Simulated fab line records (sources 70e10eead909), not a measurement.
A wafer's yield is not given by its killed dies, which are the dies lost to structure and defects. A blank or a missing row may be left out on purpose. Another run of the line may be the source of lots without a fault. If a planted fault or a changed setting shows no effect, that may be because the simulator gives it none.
Matching of chambers	flow nand-harc	NHARC_P_CONTACT_DEP_30 on pecvd-01 has 3 sister chambers
The step deposits SiNx, target thk 30 nm. 3 wafers are shown with their chamber, then 9 later ones without.

WAFERS WITH THEIR CHAMBER
wafer	chamber	heater-power-w (W)
L082.4	0	810
L086.3	1	627
L086.6	2	842

WAFERS MISSING THEIR CHAMBER
wafer	heater-power-w (W)
L090.1	857
L090.2	691
L090.6	802
L091.2	796
L091.4	816
L091.5	634
L096.1	927
L096.2	837
L096.5	743

WHICH CHAMBER EACH ONE RAN IN
wafer	from the rows above	in truth
L090.1	can't be placed: 2 or 0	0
L090.2	can't be placed: 1 or 0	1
L090.6	can't be placed: 0 or 2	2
L091.2	can't be placed: 0 or 2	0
L091.4	can't be placed: 0 or 2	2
L091.5	1	1
L096.1	can't be placed: 2 or 0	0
L096.2	can't be placed: 2 or 0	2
L096.5	can't be placed: 0 or 2 or 1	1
Correctly placed: 1 of 9. Unplaceable from these rows: 8, with the true chamber sitting among the candidates in 8. Number placed wrongly: 0.
How it was worked out, from the rows above alone: a wafer's distance from a chamber is the root of the sum, over the readings, of the square of ((its reading less the chamber's mean) divided by the reading's scatter). If the next closest chamber is less than 2 further off than the closest, the wafer can't be placed; otherwise it belongs to the closest. For every chamber, the mean is computed from those of its wafers that are shown. The scatter: root of mean squared gap, hidden wafer to nearest shown wafer, with one shown wafer a chamber.
